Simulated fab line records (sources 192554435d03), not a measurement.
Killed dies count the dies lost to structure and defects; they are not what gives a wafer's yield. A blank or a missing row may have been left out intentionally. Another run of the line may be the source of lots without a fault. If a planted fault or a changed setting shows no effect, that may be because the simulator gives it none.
Matching of chambers || flow n5Finfet || N5_HKMG_FIN_ALD_36 on aldMetal-04: 4 sister chambers
The step deposits TiN, target thk 1 nm, pulse time 1 s, purge time 3 s. 4 wafers are shown with their chamber, then 8 later ones without.

## WAFERS PAIRED WITH THEIR CHAMBERS
{"wafer": "L082.2", "chamber": 1, "heaterPowerW (W)": 802}
{"wafer": "L083.1", "chamber": 2, "heaterPowerW (W)": 905}
{"wafer": "L083.4", "chamber": 3, "heaterPowerW (W)": 771}
{"wafer": "L084.4", "chamber": 0, "heaterPowerW (W)": 771}

## WAFERS WITH NO CHAMBER GIVEN
{"wafer": "L084.5", "heaterPowerW (W)": 747}
{"wafer": "L084.6", "heaterPowerW (W)": 765}
{"wafer": "L085.1", "heaterPowerW (W)": 760}
{"wafer": "L085.2", "heaterPowerW (W)": 820}
{"wafer": "L085.6", "heaterPowerW (W)": 757}
{"wafer": "L093.1", "heaterPowerW (W)": 746}
{"wafer": "L093.2", "heaterPowerW (W)": 913}
{"wafer": "L093.4", "heaterPowerW (W)": 774}

## WHICH CHAMBER EACH WENT THROUGH
{"wafer": "L084.5", "from the rows above": "can't be placed: 0 or 3 or 1", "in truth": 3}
{"wafer": "L084.6", "from the rows above": "can't be placed: 0 or 3 or 1", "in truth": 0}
{"wafer": "L085.1", "from the rows above": "can't be placed: 0 or 3 or 1", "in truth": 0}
{"wafer": "L085.2", "from the rows above": "can't be placed: 1 or 0 or 3", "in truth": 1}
{"wafer": "L085.6", "from the rows above": "can't be placed: 0 or 3 or 1", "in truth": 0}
{"wafer": "L093.1", "from the rows above": "can't be placed: 0 or 3 or 1", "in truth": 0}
{"wafer": "L093.2", "from the rows above": 2, "in truth": 2}
{"wafer": "L093.4", "from the rows above": "can't be placed: 0 or 3 or 1", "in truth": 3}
Correct placement for 1 of the 8. Unplaceable from these rows: 7, with the true chamber sitting among the candidates in 7. Number placed wrongly: 0.
How it was worked out, from the rows above alone: a wafer's distance from a chamber is the root of the sum, over the readings, of the square of ((its reading less the chamber's mean) divided by the reading's scatter). If the next closest chamber is less than 2 further off than the closest, the wafer can't be placed; otherwise it belongs to the closest. A chamber's mean is the mean of its shown wafers. The scatter: root of mean squared gap, hidden wafer to nearest shown wafer, with one shown wafer a chamber.
